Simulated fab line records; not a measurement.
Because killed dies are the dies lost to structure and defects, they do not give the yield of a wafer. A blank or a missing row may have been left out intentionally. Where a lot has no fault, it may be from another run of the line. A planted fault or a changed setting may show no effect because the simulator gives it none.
fab line records -- flow n5_finfet
record lots=4, wafers=12, last_day=17
route steps=1938 shown SD_EPI_N@276 SD_EPI_P@295 SD_ACTIVATION@332 MOL_CONTACT_COAG@537 BEOL_M4@1111
lots untouched by any fault: they come from a run of this same line in which no faults occurred
start_h: start of the lot's first displayed wafer, in hours after the record's first day -- wait_h: how many hours have passed since the lot's step before this one -- " unchanged from the row above -- L1.1+2: several wafers, shown together as one row -- - no value present, or no start provided -- * or withheld: withheld -- < > ~ a bound
route shown NAME@n: a module of which the file shows steps, and the number in the route of the first -- usual: the fault-free wafers' mean and standard deviation -- same: alike in all rows -- chamber/n: place in a boat -- sites: per-site readings -- _std_site: the values' standard deviation -- _edge_site: the outer-site mean with the inner-site mean subtracted -- radius_mm: how far each site lies from the wafer's centre -- mask NAME#n: copy n -- behind: tool/chamber where the wafer was last shaped -- hold: reason for holding the lot/hours on hold/outcome of the hold -- device: which transistor (n, p or np) failed to switch -- end of line: the tests these same wafers got at the end of their route -- where a step has no rows: the recipe by itself -- killed: the dies lost at the first sort to structure and to defects; this is not the yield of the wafer -- map: the dies of a wafer, with x for killed, . for not killed, _ for no die there
set.NAME: setting as actually run; set.NAME@STEP: the setting as run at that earlier step -- model.NAME: the simulator's own value behind a step, which no gauge read
lots at selected steps of the route; one table per step, one row per wafer
services: when a tool's chamber went out of use (start_h, in hours from the record's first day, below 0 if earlier), for how many hours, and the reason
## steps
# step N5_SD_EPI_N_STRIP_36
# recipe chemistry=N2/H2, temp_c=40, n2_flow_sccm=200, h2_flow_sccm=200, rf_frequency_hz=6e+07
# step N5_SD_EPI_N_ETCHBACK_44
# recipe chemistry=CH3F/O2, mode=anisotropic_etchback, target=SiNx, target_depth_a=145, stop_on=SiO2, over_etch_frac=0.3, ion_energy_ev=120, pressure_mtorr=30, source_w=395, bias_w=73, Ar_flow_sccm=150, CH3F_flow_sccm=30, O2_flow_sccm=20
# step N5_SD_EPI_N_ETCH_45
# recipe chemistry=CH3F/O2, target=SiOCN, target_depth_a=60, mask_material=SOC, ion_energy_ev=60, bias_w=29, pressure_mtorr=15, source_w=410, Ar_flow_sccm=150, CH3F_flow_sccm=30, O2_flow_sccm=20
# step N5_SD_EPI_N_ETCH_16
# recipe chemistry=CHF3/O2, target=SiO2, target_depth_a=50, mask_material=SOC, pressure_mtorr=30, source_w=650, bias_w=170, Ar_flow_sccm=200, CHF3_flow_sccm=50, O2_flow_sccm=5, ion_energy_ev=200
# step N5_SD_EPI_N_STRIP_47
# recipe chemistry=CHF3/O2, resist=SiARC, rf_frequency_hz=6e+07
# step N5_SD_EPI_N_SD_RECESS_17
# recipe chemistry=HBr/Cl2/O2, target_depth_a=410, mask_material=SOC, time_s=23.7, bt_time_s=3, pressure_mtorr=10, icp_w=800, bias_w=112, HBr_flow_sccm=150, Cl2_flow_sccm=80, O2_flow_sccm=12
# step N5_SD_EPI_N_STRIP_38
# recipe chemistry=N2/H2, power_w=1000, temp_c=250, h2_frac=0.65, overash_fraction=0.3, pressure_mtorr=withheld, n2_flow_sccm=1750, h2_flow_sccm=3250
# step N5_SD_EPI_N_WET_ETCH_43
# recipe chemistry=dHF, dilution=withheld, time_s=14, target=SiO2, target_depth_a=15, temp_c=25
# step N5_SD_EPI_N_STRIP_18
# recipe chemistry=SPM, time_s=750, temp_c=130, h2so4_h2o2_vol_ratio=4
# step N5_SD_EPI_N_SRD_20
# recipe dry=ipa_marangoni, do_ppb=5, time_s=30, temp_c=23, rinse_liquid=diw
# step N5_SD_EPI_N_PRECLEAN_48
# recipe chemistry=NF3:NH3, afs_cycles=2, temp_c=30, time_s=20, sublimation_temp_c=180, sublimation_time_s=60, pressure_torr=3, rf_power_w=30
# step N5_SD_EPI_N_VAPOR_ETCH_50
# recipe chemistry=HCl, target=Si, temp_c=775, time_s=54, pressure_torr=20, mode=isotropic
# step N5_SD_EPI_N_EPI_21
# recipe material=Si:P, dopant=P, temp_c=680, pressure_torr=255, time_s=690
# usual epi_growth_time_s=690/0, susceptor_temp_C=680.0/0.31, susceptor_temp_C_max=681.5/0.53
lot.wafer,tool,chamber,start_h,wait_h,epi_growth_time_s,susceptor_temp_C,susceptor_temp_C_max,model.Si-P_of_SD_EPI_N_EPI_21.thk_nm
L736.2,epi_rpcvd-02,0,73.92,0.4,690,679.9,681.6,58.6
L736.3,epi_rpcvd-02,0,73.92,0.4,690,679.9,680.8,58.2
L736.4,epi_rpcvd-02,0,73.92,0.4,690,680.2,681.3,57.6
L737.2,epi_rpcvd-03,0,80.08,0.4,690,680.1,681.5,58.2
L737.4,epi_rpcvd-03,0,80.08,0.4,690,680.0,681.1,58.4
L737.6,epi_rpcvd-03,0,80.08,0.4,690,680.2,681.5,58.4
L753.3,epi_rpcvd-03,0,178.37,0.7,619.22,680.1,681.6,55
L753.5,epi_rpcvd-03,0,178.37,0.7,619.22,679.7,681.7,54.8
L753.6,epi_rpcvd-03,0,178.37,0.7,690,680.0,681.5,59.6
L754.1,epi_rpcvd-03,0,183.75,0.1,690,680.1,681.3,59.6
L754.2,epi_rpcvd-03,0,183.75,0.1,690,680.0,681.6,60
L754.3,epi_rpcvd-03,0,183.75,0.1,619.22,680.3,681.9,55.8
# step N5_SD_EPI_N_EPI_MEAS_23
# recipe mode=xrd
# usual thk_nm=59.1/1.2
lot.wafer,tool,chamber,start_h,wait_h,thk_nm
L736.2,film_metro-02,-,75.36,1.2,59.6
L736.3,film_metro-02,-,75.36,1.2,58.2
L736.4,film_metro-02,-,75.36,1.2,58.2
L737.2,film_metro-01,-,81.52,1.2,57.8
L737.4,film_metro-01,-,81.52,1.2,58.0
L737.6,film_metro-01,-,81.52,1.2,58.7
L753.3,film_metro-02,-,179.55,0.9,54.7
L753.5,film_metro-02,-,179.55,0.9,54.4
L753.6,film_metro-02,-,179.55,0.9,59.7
L754.1,film_metro-02,-,185.46,1.4,58.5
L754.2,film_metro-02,-,185.46,1.4,60.3
L754.3,film_metro-02,-,185.46,1.4,57.0
# step N5_SD_EPI_N_PRECLEAN_24
# recipe chemistry=O3/DIW, time_s=60, temp_c=22, o3_ppm=10
# step N5_SD_EPI_N_SRD_25
# recipe time_s=30, temp_c=23, rinse_liquid=diw, dry=ipa_marangoni
# step N5_SD_EPI_N_PRECLEAN_49
# recipe chemistry=NF3:NH3, afs_cycles=1, temp_c=30, time_s=20, sublimation_temp_c=180, sublimation_time_s=60, pressure_torr=3, rf_power_w=30
# step N5_SD_EPI_N_LINER_46
# recipe material=SiNx, target_thk_a=30, temp_c=400, ald_precursor_family=SiH2I2, ald_co_reactant=N2/H2-plasma, pressure_torr=2
# step N5_SD_EPI_P_COAT_34
# recipe resist=SOC, temp_c=250, time_s=60, spin_rpm=1500, resist_thk_nm=350
# step N5_SD_EPI_P_COAT_35
# recipe resist=SiARC, temp_c=220, time_s=60, spin_rpm=1500, resist_thk_nm=35
# step N5_SD_EPI_P_COAT_03
# recipe resist=CAR-ArF-block, spin_rpm=1500, resist_thk_nm=150
# step N5_SD_EPI_P_EBR_05
# recipe solvent=PGMEA, ebr_width_mm=1.5
# step N5_SD_EPI_P_SOFTBAKE_04
# recipe temp_c=110, time_s=60, resist=CAR-ArF-block
# step N5_SD_EPI_P_EXPOSE_06
# recipe mask_id=SD_P_BLK, na=1.35, source_shape=conventional, sigma_outer=0.8, polarization=unpolarized, target_cd_nm=240, dose_mj=39.5
# step N5_SD_EPI_P_PEB_07
# recipe peb_temp_c=110, peb_time_s=60, resist=CAR-ArF-block
# step N5_SD_EPI_P_DEVELOP_08
# recipe develop_time_s=30, developer=TMAH, resist=CAR-ArF-block, dev_temp_c=23, rinse_liquid=diw, dry=air_spin
# step N5_SD_EPI_P_DESCUM_14
# recipe chemistry=O2, time_s=7.9, source_power_w=50, bias_power_w=20, pressure_mtorr=20, rf_frequency_hz=2.712e+07, temp_c=40, resist=CAR-ArF-block, o2_flow_sccm=225
# step N5_SD_EPI_P_ETCH_36
# recipe chemistry=CF4, target=SiARC, target_depth_a=455, mask_material=CAR-ArF-block, time_s=75.8, ion_energy_ev=80, pressure_mtorr=40, source_w=545, bias_w=36, Ar_flow_sccm=100, cf4_flow_sccm=100, ends=cleared
# step N5_SD_EPI_P_ETCH_37
# recipe chemistry=N2/H2, target=SOC, overetch_a=1080, mask_material=SiARC, temp_c=40, ion_energy_ev=100, source_w=3000, bias_w=133, pressure_mtorr=20, time_s=486, n2_flow_sccm=200, h2_flow_sccm=200, ends=end_point
# step N5_SD_EPI_P_STRIP_38
# recipe chemistry=N2/H2, temp_c=40, n2_flow_sccm=200, h2_flow_sccm=200, rf_frequency_hz=6e+07
# step N5_SD_EPI_P_ETCHBACK_46
# recipe chemistry=CH3F/O2, mode=anisotropic_etchback, target=SiNx, target_depth_a=175, stop_on=SiO2, over_etch_frac=0.3, ion_energy_ev=120, pressure_mtorr=30, source_w=395, bias_w=73, Ar_flow_sccm=150, CH3F_flow_sccm=30, O2_flow_sccm=20
# step N5_SD_EPI_P_ETCH_47
# recipe chemistry=CH3F/O2, target=SiOCN, target_depth_a=250, mask_material=SOC, ion_energy_ev=60, bias_w=29, pressure_mtorr=30, source_w=410, Ar_flow_sccm=150, CH3F_flow_sccm=30, O2_flow_sccm=20
# step N5_SD_EPI_P_ETCH_16
# recipe chemistry=CHF3/O2, target=SiO2, target_depth_a=50, mask_material=SOC, pressure_mtorr=30, source_w=650, bias_w=170, Ar_flow_sccm=200, CHF3_flow_sccm=50, O2_flow_sccm=5, ion_energy_ev=200
# step N5_SD_EPI_P_STRIP_50
# recipe chemistry=CHF3/O2, resist=SiARC, rf_frequency_hz=6e+07
# step N5_SD_EPI_P_SD_RECESS_17
# recipe chemistry=HBr/Cl2/O2, target_depth_a=391, bt_time_s=3, pressure_mtorr=10, icp_w=800, bias_w=112, HBr_flow_sccm=150, Cl2_flow_sccm=80, O2_flow_sccm=12
# step N5_SD_EPI_P_WET_ETCH_45
# recipe chemistry=dHF, dilution=withheld, time_s=10.7, target=SiO2, target_depth_a=20, temp_c=25, dry=ipa_marangoni, rinse_time_s=30, rinse_temp_c=23
# step N5_SD_EPI_P_STRIP_40
# recipe chemistry=N2/H2, power_w=1000, temp_c=250, h2_frac=0.65, overash_fraction=0.3, pressure_mtorr=withheld, n2_flow_sccm=1750, h2_flow_sccm=3250
# step N5_SD_EPI_P_PRECLEAN_52
# recipe chemistry=O3/DIW, time_s=60, temp_c=22, o3_ppm=10
# step N5_SD_ACTIVATION_RS_MEAS_03
# recipe thk_meas_gauge=four-point-probe
# usual RS_SD_N=21.93/0.3, RS_SD_P=56.2/1
lot.wafer,tool,chamber,start_h,wait_h,RS_SD_N[ohm/sq],RS_SD_P[ohm/sq]
L736.2,film_metro-01,-,82.05,0.2,21.89,59.5
L736.3,film_metro-01,-,82.05,0.2,22.22,57.5
L736.4,film_metro-01,-,82.05,0.2,22.34,57.3
L737.2,film_metro-02,-,87.11,0.2,22.22,56.0
L737.4,film_metro-02,-,87.11,0.2,22.04,56.7
L737.6,film_metro-02,-,87.11,0.2,21.83,56.8
L753.3,film_metro-01,-,184.84,0.2,23.51,55.5
L753.5,film_metro-01,-,184.84,0.2,23.58,56.5
L753.6,film_metro-01,-,184.84,0.2,21.68,56.7
L754.1,film_metro-02,-,191.01,0.2,21.65,55.7
L754.2,film_metro-02,-,191.01,0.2,21.43,55.5
L754.3,film_metro-02,-,191.01,0.2,23.12,56.5
# step N5_MOL_CONTACT_COAG_ETCH_15
# recipe chemistry=CH3F/O2, target=SiNx, target_depth_a=70, mask_material=SOC, stop_on=Si:P, over_etch_frac=0.75, ion_energy_ev=120, pressure_mtorr=30, source_w=395, bias_w=73, Ar_flow_sccm=150, CH3F_flow_sccm=30, O2_flow_sccm=20
# usual drypump_motor_current_A=5.6/0.55, oes_f_703_au=0.77/0.062, oes_product_au=0.57/0.048, rf_vpp_V=301/4.6, showerhead_plenum_p_Torr=2.03/0.06, throttle_valve_pct=16.40/0.21
lot.wafer,tool,chamber,start_h,wait_h,drypump_motor_current_A,oes_f_703_au,oes_product_au,rf_hours_counter_h,rf_vpp_V,showerhead_plenum_p_Torr,throttle_valve_pct,model.Si-P_of_SD_EPI_N_EPI_21.thk_nm
L736.2,rie_diel-06,1,110.41,0.0,5.1,0.76,0.56,133,297,2.02,16.25,57.8
L736.3,rie_diel-06,2,110.41,0.0,6.6,0.70,0.52,207,302,2.07,16.55,57.4
L736.4,rie_diel-06,0,110.41,0.0,4.9,0.87,0.65,25,302,1.95,16.20,56.8
L737.2,rie_diel-05,1,117.68,0.0,5.8,0.80,0.60,75,310,2.10,16.40,57.4
L737.4,rie_diel-05,1,117.68,0.0,5.7,0.80,0.60,-,309,2.10,16.40,57.6
L737.6,rie_diel-05,2,117.68,0.0,5.1,0.71,0.52,-,304,2.08,16.68,57.6
L753.3,rie_diel-05,1,215.38,0.0,5.8,0.77,0.57,109,309,2.09,16.45,54.2
L753.5,rie_diel-05,2,215.38,0.0,5.1,0.68,0.51,-,305,2.07,16.73,54
L753.6,rie_diel-05,1,215.38,0.0,5.8,0.77,0.57,-,309,2.09,16.48,58.8
L754.1,rie_diel-01,1,220.50,0.0,5.9,0.91,0.67,22,298,1.96,16.19,58.8
L754.2,rie_diel-01,3,220.50,0.0,5.3,0.71,0.52,220,303,2.07,16.87,59.2
L754.3,rie_diel-01,0,220.50,0.0,5.1,0.78,0.60,77,307,1.94,16.38,55
# step N5_BEOL_M4_RC_MEAS_101
# usual DIBL_N=35.8/1.6, DIBL_P=36.0/2.1, IOFF_N=0.153/0.026, IOFF_P=0.21/0.037, ION_N=673/11, ION_P=462/7.6, RS_SD_N=28.4/0.37, SS_N=71.4/0.53, SS_P=73.2/0.67, VT_N=250/3.2, VT_P=-250/3.7
lot.wafer,tool,chamber,start_h,wait_h,DIBL_N[mV/V],DIBL_P[mV/V],IOFF_N[nA/um],IOFF_P[nA/um],ION_N[uA/um],ION_P[uA/um],RS_SD_N[ohm/sq],SS_N[mV/dec],SS_P[mV/dec],VT_N[mV],VT_P[mV]
L736.2,prober-01,0,198.29,0.2,37.3,36.1,0.193,0.26,678,470,28.8,71.4,73.4,243,-244
L736.3,prober-01,0,198.29,0.2,37.0,35.8,0.178,0.25,677,470,28.9,71.6,73.5,246,-246
L736.4,prober-01,0,198.29,0.2,36.1,35.0,0.171,0.24,693,480,29.1,71.1,73.5,246,-245
L737.2,prober-02,0,198.70,0.2,36.6,37.1,0.172,0.22,672,459,28.2,71.9,73.7,247,-251
L737.4,prober-02,0,198.70,0.2,33.8,34.0,0.122,0.17,655,456,28.7,71.3,72.7,253,-254
L737.6,prober-02,0,198.70,0.2,35.9,37.2,0.163,0.23,678,462,28.5,71.9,73.0,249,-249
L754.1,prober-01,0,302.14,0.0,31.6,30.1,0.090,0.13,651,448,28.3,70.3,71.3,256,-257
L754.2,prober-01,0,302.14,0.0,38.0,37.4,0.200,0.24,691,464,28.2,72.0,73.2,243,-247
L754.3,prober-01,0,302.14,0.0,37.7,38.7,0.193,0.24,684,469,30.0,71.7,74.2,247,-249
L753.3,prober-02,0,302.71,0.3,39.6,39.4,0.190,0.24,671,463,30.9,71.8,73.6,248,-246
L753.5,prober-02,0,302.71,0.3,39.8,40.7,0.194,0.26,667,462,30.7,71.4,74.8,248,-247
L753.6,prober-02,0,302.71,0.3,37.3,38.1,0.157,0.22,669,465,28.7,70.8,73.8,252,-250
## services
tool,chamber,start_h,hours,kind
rie_diel-06,3,73.64,6.6,repair
rie_diel-05,2,80.74,5.5,repair
rie_diel-05,0,110.92,6.6,repair
rie_diel-06,1,116.06,7.0,repair
rie_diel-01,1,140.38,-,clean
rie_diel-01,1,140.38,-,consumable_replace:focus_ring
rie_diel-01,1,140.38,15.4,scheduled_down
rie_diel-01,1,140.38,15.4,vent_cycle
epi_rpcvd-02,-,144.49,0.4,repair
epi_rpcvd-02,-,162.90,1.8,repair
epi_rpcvd-02,-,170.30,4.2,repair
rie_diel-01,1,194.65,3.8,repair
rie_diel-05,1,208.51,1.2,repair
rie_diel-05,0,212.49,-,clean
rie_diel-05,0,212.49,-,consumable_replace:focus_ring
rie_diel-05,0,212.49,26.6,scheduled_down
rie_diel-05,0,212.49,26.6,vent_cycle
## key
first_sign step=N5_SD_EPI_N_EPI_21, reading=epi_growth_time_s, direction=down, sigmas=99+, usual=*, struck=*
effect step=N5_SD_EPI_N_EPI_MEAS_23, reading=thk_nm, direction=down, sigmas=3.2, usual=*, struck=*
effect step=N5_SD_ACTIVATION_RS_MEAS_03, reading=RS_SD_N, direction=up, sigmas=4.9, usual=21.93, struck=23.40
effect step=N5_BEOL_M4_RC_MEAS_101, reading=RS_SD_N, direction=up, sigmas=5.6, usual=28.4, struck=30.5
model_effect step=N5_SD_EPI_N_EPI_21, value=Si-P_of_SD_EPI_N_EPI_21.thk_nm, without=59.33, struck=55.2
model_effect step=N5_MOL_CONTACT_COAG_ETCH_15, value=Si-P_of_SD_EPI_N_EPI_21.thk_nm, without=58.2, struck=54.1
met_at N5_SD_EPI_N_EPI_21
struck_wafers L753.3,L753.5,L754.3
onset_between 80.08 178.37
fault kind=process_parameter_drift, tool=epi_rpcvd-03, chamber=-, onset_h=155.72, steps=N5_SD_EPI_N_EPI_21, channel=epi_growth_time_s, offset=*, shape=step, end_h=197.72, scope=struck_wafers_only, acts_in=*, stated=*
